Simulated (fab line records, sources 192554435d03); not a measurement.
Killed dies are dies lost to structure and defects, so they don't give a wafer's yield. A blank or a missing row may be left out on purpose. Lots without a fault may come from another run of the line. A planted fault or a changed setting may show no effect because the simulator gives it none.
A struck lot beside a sound one | flow n5_finfet | 39 steps out of a route of 1938
Sound: wafers L274.3, L274.4, L274.5. Struck: wafers L265.1, L265.4, L265.6. The cause comes at the end.
At each step with rows: each side's tool, then ch and its chambers, then its first start. Under that, the readings that differ: sound wafers | struck wafers | difference of the means | sigmas: that difference in standard deviations of wafers without a fault.
alike: readings whose means differ by less than 2 such deviations, and words and numbers that are the same on both sides. not compared: withheld readings, readings that some wafer has no value for, bounds like >300 that may hide the same value, and numbers for which the record gives no deviation and whose values overlap.
The two part at a step that has a row with sigmas, a row that says differs or no value, or rows on one side only. Numbers that don't overlap but have no deviation are shown without sigmas and don't part them. A reading that every wafer of one side lacks parts them only if that side has two wafers or more.

first, 11 steps without rows for these wafers: N5_BEOL_M3_STRIP_65 (strips in N2/H2); N5_BEOL_M3_STRIP_75 (strips in N2/H2); N5_BEOL_M3_STRIP_66 (strips in CF4); N5_BEOL_M3_HM_OPEN_17 (chemistry Cl2/BCl3, target TiN, target depth 20 nm, overetch 6 nm); N5_BEOL_M3_STRIP_19 (strips in O2); N5_BEOL_M3_COAT_67 (time 60 s, resist thk 60 nm); N5_BEOL_M3_COAT_68 (time 60 s, resist thk 12 nm); N5_BEOL_M3_COAT_76 (time 60 s, resist thk 5 nm); N5_BEOL_M3_COAT_22 (resist thk 30 nm); N5_BEOL_M3_EBR_24; N5_BEOL_M3_SOFTBAKE_23 (time 60 s).
N5_BEOL_M3_EXPOSE_25: exposes mask V2, defocus 5 nm.
  sound on euv_scanner-02 ch 0, day 12 00:23; struck on euv_scanner-02 ch 0, day 9 06:27
  alike: mask
then, 2 steps without rows for these wafers: N5_BEOL_M3_PEB_26 (peb time 60 s); N5_BEOL_M3_DEVELOP_27 (develop time 30 s).
N5_BEOL_M3_CD_MEAS_28: target cd 25.7 nm, target cd y 23.3 nm.
  sound on cd_sem-03 ch 0, day 12 00:31; struck on cd_sem-02 ch 0, day 9 06:35
  reading    | sound             | struck            | difference | sigmas
  cd_nm (nm) | 25.55 25.84 25.86 | 22.88 23.16 23.23 | -2.66      | -11
then, 22 steps without rows for these wafers: N5_BEOL_M3_DESCUM_33 (chemistry O2, time 7 s); N5_BEOL_M3_ETCH_77 (etches underlayer in N2/H2, target depth 6.5 nm, time 5.2 s); N5_BEOL_M3_ETCH_69 (etches SiARC in CF4, target depth 15.6 nm, time 26 s); N5_BEOL_M3_ALD_98 (deposits SiO2, target thk 2.5 nm, pulse time 1 s, co reactant pulse time 1 s); N5_BEOL_M3_ETCHBACK_99 (etches SiO2 in CHF3, target depth 5 nm, time 10.4 s); N5_BEOL_M3_ETCH_70 (etches SOC in N2/H2, target depth 80 nm, overetch 16 nm, time 120 s); N5_BEOL_M3_STRIP_71 (strips in N2/H2); N5_BEOL_M3_STRIP_78 (strips in N2/H2); N5_BEOL_M3_VIA_ETCH_34 (etches the open film in C4F6/O2, target depth 69.4 nm, time 65.9 s); N5_BEOL_M3_STRIP_83 (strips in C4F6/O2); N5_BEOL_M3_STRIP_36 (strips in N2/H2); N5_BEOL_M3_TRENCH_ETCH_37 (etches SiOC in C4F6/O2, target depth 55.555 nm, time 29.2 s); N5_BEOL_M3_ETCH_41 (etches SiCN in CH3F/O2, target depth 29.9 nm, time 52.5 s); N5_BEOL_M3_STRIP_97 (strips in N2/H2, time 10 s); N5_BEOL_M3_HM_STRIP_39 (strips TiN in peroxide tin strip, target depth 25 nm, time 158 s); N5_BEOL_M3_SRD_40 (time 30 s); N5_BEOL_M3_PRECLEAN_42 (cleans in residue remover, time 60 s); N5_BEOL_M3_SRD_43 (time 30 s); N5_BEOL_M3_DEGAS_44 (time 60 s); N5_BEOL_M3_PRE_CLEAN_45 (time 30 s); N5_BEOL_M3_ALD_84 (deposits TaN, pulse time 2 s, purge time 3 s, co reactant purge time 2 s); N5_BEOL_M3_SURFACE_TREAT_85.
-- the record jumps here: 2 days lie between the struck wafers' starts before and after (it left off in module BEOL_M3 and takes up again in module BEOL_M4, whose first step shown is number 1111 of the route) --
N5_BEOL_M4_RC_MEAS_101:
  sound on prober-02 ch 0, day 13 22:15; struck on prober-01 ch 0, day 11 12:19
  reading                      | sound          | struck         | difference | sigmas
  CHAIN_V2 (ohm/link)          | 224 226 222    | 302 302 279    | +70        | +7
  CHAIN_V2_max_site (ohm/link) | 238 234 226    | 309 312 304    | +76        | +7
  DIBL_P (mV/V)                | 33.3 34.1 33.7 | 37.2 40.3 39.4 | +5.3       | +3
  alike: DIBL_N, IOFF_N, IOFF_P, ION_N, ION_P, SS_N, SS_P, VT_N, VT_P
-- the record jumps here: 4 days lie between the struck wafers' starts before and after (it left off in module BEOL_M4 and takes up again in module PASSIVATION, whose first step shown is number 1936 of the route) --
N5_PASSIVATION_PROBE_49:
  the record has rows for the struck wafers here (prober-01, day 15 23:44) and none for the sound ones

WHERE THEY PART
First at N5_BEOL_M3_CD_MEAS_28; last, within this record, at N5_PASSIVATION_PROBE_49.

WHY: what the simulator had put in
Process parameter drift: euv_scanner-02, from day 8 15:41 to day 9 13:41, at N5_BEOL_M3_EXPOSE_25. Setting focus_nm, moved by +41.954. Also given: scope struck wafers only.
